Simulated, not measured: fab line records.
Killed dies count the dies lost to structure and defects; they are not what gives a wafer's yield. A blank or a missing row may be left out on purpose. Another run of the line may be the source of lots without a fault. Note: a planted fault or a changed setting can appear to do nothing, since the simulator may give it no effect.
Split-lot experiment    flow n5 finfet    39 wafers read from 7 lots, route of 1938 steps

## ON THE SPLIT
At N5_SD_EPI_P_ETCHBACK_46 (etches SiNx in CH3F/O2, stops on SiO2, target depth 17.5 nm), the setting target depth a was moved away from the recipe's 175 angstrom on 12 of the 39 wafers read, by -17.9% to +55.1%. The other wafers ran this setting at the recipe's value.

## BETWEEN THE SPLIT AND THE READING: the file shows 1 step in between
- N5_SD_EPI_P_ETCH_47: etches SiOCN in CH3F/O2, target depth 25 nm

## THE READING
SiARC_of_SD_EPI_P_COAT_35.thk nm (the simulator's own value, which no gauge read), in nm, at N5_SD_EPI_P_ETCH_16 (etches SiO2 in CHF3/O2, target depth 5 nm). There is no usual value for it anywhere in the file. Across the 27 wafers here that went through the recipe, the average is 11.7 nm and the standard deviation 0.34 nm.

wafer   tool, chamber at the split  target depth a as run, angstrom  against the recipe  SiARC_of_SD_EPI_P_COAT_35.thk nm, nm  against lot-mates on the recipe
L077.1  rie diel-05, 2              143.7                            -17.9%              12.6                                  +0.9
L077.2  rie diel-05, 3,1            175                              recipe              11.6                                  -
L077.3  rie diel-05, 3,1            175                              recipe              11.6                                  -
L077.4  rie diel-05, 0              143.7                            -17.9%              13                                    +1.3
L077.5  rie diel-05, 0              143.7                            -17.9%              13                                    +1.3
L077.6  rie diel-05, 3              175                              recipe              12                                    -
L078.1  rie diel-05, 3,2            175                              recipe              11.4                                  -
L078.5  rie diel-05, 3,2            175                              recipe              11.4                                  -
L078.2  rie diel-05, 1              205.2                            +17.3%              10.4                                  -1.2
L078.3  rie diel-05, 2,1            205.2                            +17.3%              10.6                                  -1.0
L078.6  rie diel-05, 2,1            205.2                            +17.3%              10.6                                  -1.0
L078.4  rie diel-05, 0              175                              recipe              12                                    -
L080.1  rie diel-04, 1              271.4                            +55.1%              9.2                                   -2.3
L080.2  rie diel-04, 2              175                              recipe              12.2                                  -
L080.3  rie diel-04, 0              175                              recipe              10.8                                  -
L080.4  rie diel-04, 0              271.4                            +55.1%              8.4                                   -3.1
L080.5  rie diel-04, 2              271.4                            +55.1%              9.6                                   -1.9
L080.6  rie diel-04, 1              175                              recipe              11.6                                  -
L082.1  rie diel-05, 0              175                              recipe              12.2                                  -
L082.2  rie diel-05, 2,3            175                              recipe              11.6                                  -
L082.4  rie diel-05, 2,3            175                              recipe              11.6                                  -
L082.3  rie diel-05, 1              175                              recipe              11.4                                  -
L082.6  rie diel-05, 1              175                              recipe              11.4                                  -
L082.5  rie diel-05, 2              175                              recipe              11.8                                  -
L084.1  rie diel-05, 2,3            175                              recipe              11.6                                  -
L084.4  rie diel-05, 2,3            175                              recipe              11.6                                  -
L084.2  rie diel-05, 0              220.4                            +25.9%              11                                    -0.7
L084.3  rie diel-05, 1              220.4                            +25.9%              10                                    -1.7
L084.5  rie diel-05, 0              175                              recipe              12                                    -
L084.6  rie diel-05, 3              220.4                            +25.9%              10.4                                  -1.3
L094.3  rie diel-04, 3              175                              recipe              12                                    -
L094.5  rie diel-04, 3              175                              recipe              12                                    -
L094.6  rie diel-04, 2              175                              recipe              11.2                                  -
L096.1  rie diel-05, 3              175                              recipe              11.8                                  -
L096.2  rie diel-05, 1,2            175                              recipe              11.4                                  -
L096.3  rie diel-05, 1,2            175                              recipe              11.6                                  -
L096.5  rie diel-05, 3              175                              recipe              11.6                                  -
L096.4  rie diel-05, 0              175                              recipe              12.2                                  -
L096.6  rie diel-05, 0              175                              recipe              12.2                                  -
The file does not say which wafer passed through which chamber wherever a row lists several chambers: such a row stands for several wafers.

THE FIT
A straight line over all 39 wafers: SiARC_of_SD_EPI_P_COAT_35.thk nm changes by -0.0507 nm for each +1% of target depth a; r = -0.92; the points scatter about the line by 0.37 nm.
The same after taking each lot's own level away (the mean of its wafers on the recipe; 39 wafers): -0.0483 nm for each +1%; r = -0.92; scatter 0.36 nm.
According to that fit, moving target depth a by its largest amount changes the reading by 2.7 nm.
Across the lots, their own levels run from 11.53 to 11.80 nm, a range of 0.8 times the standard deviation given above.
Consequently the slope shifts little with the lot-to-lot level, the two slopes agreeing.
Check: for one of the wafers moved furthest among these (+55.1%), held out of the fit, the line's prediction against its lot-mates is -2.74 nm. It came out at -2.33 nm against them.

## THE OTHER SPLITS THESE WAFERS WENT THROUGH
These wafers also went through other splits before the reading. Each is held against what the fit with the lots' levels taken away leaves over:
other split on the same wafers           wafers away from the commonest value  r with SiARC_of_SD_EPI_P_COAT_35.thk nm (lot level and that fit taken away)
N5_ZERO_LAYER_DEVELOP_10 develop time s  15                                    -0.21
N5_FIN_SAQP_HM_DEP_03 time s             15                                    +0.02

## THE WHOLE CHAIN: every reading that the file lists as answering this split, in the file's order
step                     what it does                                                 reading                                                                            change (the file's fit)                 r (the file's)
N5_SD_EPI_P_ETCHBACK_46  etches SiNx in CH3F/O2, stops on SiO2, target depth 17.5 nm  SiARC_of_SD_EPI_P_COAT_35.thk nm (the simulator's own value, which no gauge read)  -0.0501 nm for each +1% of the setting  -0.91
N5_SD_EPI_P_ETCH_16      etches SiO2 in CHF3/O2, target depth 5 nm                    SiARC_of_SD_EPI_P_COAT_35.thk nm (the simulator's own value, which no gauge read)  -0.048 nm for each +1% of the setting   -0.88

## THE FILE'S OWN FIT
SiARC_of_SD_EPI_P_COAT_35.thk nm changes by -0.048 nm for each +1% of target depth a, r = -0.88.
